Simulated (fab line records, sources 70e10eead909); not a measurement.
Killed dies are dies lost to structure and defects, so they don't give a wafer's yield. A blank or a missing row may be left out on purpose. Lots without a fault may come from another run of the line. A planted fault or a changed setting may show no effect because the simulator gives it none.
A struck lot beside a sound one | flow nand_harc | 39 steps out of a route of 1159
Sound: wafers L396.3, L396.5, L396.6. Struck: wafers L391.1, L391.5, L391.6. The cause comes at the end.
At each step with rows: each side's tool, then ch and its chambers, then its first start. Under that, the readings that differ: sound wafers | struck wafers | difference of the means | sigmas: that difference in standard deviations of wafers without a fault.
alike: readings whose means differ by less than 2 such deviations, and words and numbers that are the same on both sides. not compared: withheld readings, readings that some wafer has no value for, bounds like >300 that may hide the same value, and numbers for which the record gives no deviation and whose values overlap.
The two part at a step that has a row with sigmas, a row that says differs or no value, or rows on one side only. Numbers that don't overlap but have no deviation are shown without sigmas and don't part them. A reading that every wafer of one side lacks parts them only if that side has two wafers or more.

NHARC_A_CHANNEL_FILL_D1_ALD_16: deposits SiO2, target thk 1.5 nm, pulse time 10 s, ald cycles 15.
  sound on ald_hk-04 ch 1,2,3, day 12 11:35; struck on ald_hk-04 ch 0,1, day 11 01:34
  alike: heater_power_outer_w, heater_power_w, precursor_pulse_height_rel
then, 9 steps without rows for these wafers: NHARC_A_CHANNEL_FILL_D1_ANNEAL_17 (time 1800 s); NHARC_A_CHANNEL_FILL_D1_CVD_18 (deposits poly-Si, target thk 3 nm); NHARC_A_CHANNEL_FILL_D1_ETCHBACK_19 (etches the open film in HBr/Cl2, target depth 5 nm, time 1.7 s); NHARC_A_CHANNEL_FILL_D1_ETCHBACK_20 (etches the open film in C4F8/O2/Ar, target depth 27 nm, time 13.5 s); NHARC_A_CHANNEL_FILL_D1_STRIP_28 (strips in O2, time 20 s); NHARC_A_CHANNEL_FILL_D1_PRECLEAN_21 (cleans in dHF, time 30 s); NHARC_A_CHANNEL_FILL_D1_SRD_23; NHARC_A_CHANNEL_FILL_D1_CVD_05 (deposits poly-Si, target thk 5 nm); NHARC_A_CHANNEL_FILL_D1_ANNEAL_22 (time 7200 s).
NHARC_A_CHANNEL_FILL_D1_THK_MEAS_06: measures by ellipsometry.
  sound on film_metro-01, day 13 08:02; struck on film_metro-02, day 12 01:32
  alike: thk_nm
then, 1 step without rows for these wafers: NHARC_A_CHANNEL_FILL_D1_ALD_25 (deposits SiOx, target thk 60 nm, pulse time 10 s, ald cycles 600).
NHARC_A_CHANNEL_FILL_D1_ETCHBACK_08: etches the open film in C4F8, target depth 220 nm, time 110 s.
  sound on rie_diel-01 ch 2,3, day 13 13:40; struck on rie_diel-10 ch 0,1,3, day 12 07:11
  alike: chamber_pressure_mTorr, oes_product_au, rf_vpp_V
  not compared: rf_hours_counter_h
NHARC_A_CHANNEL_FILL_D1_STRIP_29: strips in O2, time 20 s.
  sound on rie_diel-01 ch 0,1,3; struck on rie_diel-10 ch 2,3
  reading                     | sound       | struck      | difference | sigmas
  drypump_motor_current_A (A) | 5.5 5.4 5.6 | 6.5 6.5 5.9 | +0.8       | +2
  alike: chamber_pressure_mTorr, oes_product_au, rf_vpp_V, showerhead_plenum_p_Torr, throttle_valve_pct
  not compared: rf_hours_counter_h
then, 5 steps without rows for these wafers: NHARC_A_CHANNEL_FILL_D1_PRECLEAN_30 (cleans in dHF, time 30 s); NHARC_A_CHANNEL_FILL_D1_SRD_31; NHARC_A_CHANNEL_FILL_D1_CVD_09 (deposits poly-Si, target thk 150 nm, time 3000 s); NHARC_A_CHANNEL_FILL_D1_CMP_10 (polishes, target thk 150 nm); NHARC_A_CHANNEL_FILL_D1_SRD_12.
NHARC_A_CHANNEL_FILL_D1_RTA_24: time 5 s.
  sound on rtp_anneal-01 ch 0, day 13 21:04; struck on rtp_anneal-01 ch 0, day 12 13:34
  alike: lamp_power_pct, lamp_zone_6_pct, wafer_temp_C_max
NHARC_A_STAIRCASE_DEP_156: deposits SiNx, target thk 50 nm.
  sound on pecvd-03 ch 1,2, day 13 21:20; struck on pecvd-02 ch 1,2, day 12 13:51
  alike: heater_power_outer_w, heater_power_w
then, 9 steps without rows for these wafers: NHARC_A_STAIRCASE_DEHYDRATE_158 (time 120 s); NHARC_A_STAIRCASE_HMDS_159 (time 30 s); NHARC_A_STAIRCASE_COAT_160; NHARC_A_STAIRCASE_SOFTBAKE_161 (time 170 s); NHARC_A_STAIRCASE_EBR_162; NHARC_A_STAIRCASE_EXPOSE_163 (exposes mask STAIR OPEN); NHARC_A_STAIRCASE_PEB_164 (peb time 130 s); NHARC_A_STAIRCASE_DEVELOP_165 (time 140 s); NHARC_A_STAIRCASE_HARDBAKE_167 (time 140 s).
NHARC_A_STAIRCASE_DESCUM_168: chemistry O2, time 3 s.
  sound on rie_diel-09 ch 1,2, day 13 22:16; struck on rie_diel-08 ch 1,2,3, day 12 14:50
  reading                | sound                | struck               | difference | sigmas
  throttle_valve_pct (%) | 11.298 11.314 11.306 | 11.323 11.342 11.313 | +0.020     | +2
  alike: chamber_pressure_mTorr, drypump_motor_current_A, oes_product_au, rf_vpp_V, showerhead_plenum_p_Torr
  not compared: rf_hours_counter_h
then, 7 steps without rows for these wafers: NHARC_A_STAIRCASE_ETCH_169 (etches the open film in CH3F/O2, target depth 50 nm, time 107.1 s); NHARC_A_STAIRCASE_ETCH_170 (etches the open film in C4F6/O2, target depth 200 nm, time 66.667 s); NHARC_A_STAIRCASE_STRIP_171 (strips in O2); NHARC_A_STAIRCASE_STRIP_172 (strips in SPM, time 900 s); NHARC_A_STAIRCASE_PRECLEAN_173 (cleans in SC1); NHARC_A_STAIRCASE_SRD_174; NHARC_A_STAIRCASE_DEHYDRATE_01 (time 120 s).
-- the record jumps here: 9 days lie between the struck wafers' starts before and after (it left off in module A_STAIRCASE and takes up again in module END, whose first step shown is number 1159 of the route) --
NHARC_END_SORT_01:
  the record has rows for the struck wafers here (prober-01 ch 0, day 21 14:02) and none for the sound ones

WHERE THEY PART
First at NHARC_A_CHANNEL_FILL_D1_STRIP_29; last, within this record, at NHARC_END_SORT_01.

WHY: what the simulator had put in
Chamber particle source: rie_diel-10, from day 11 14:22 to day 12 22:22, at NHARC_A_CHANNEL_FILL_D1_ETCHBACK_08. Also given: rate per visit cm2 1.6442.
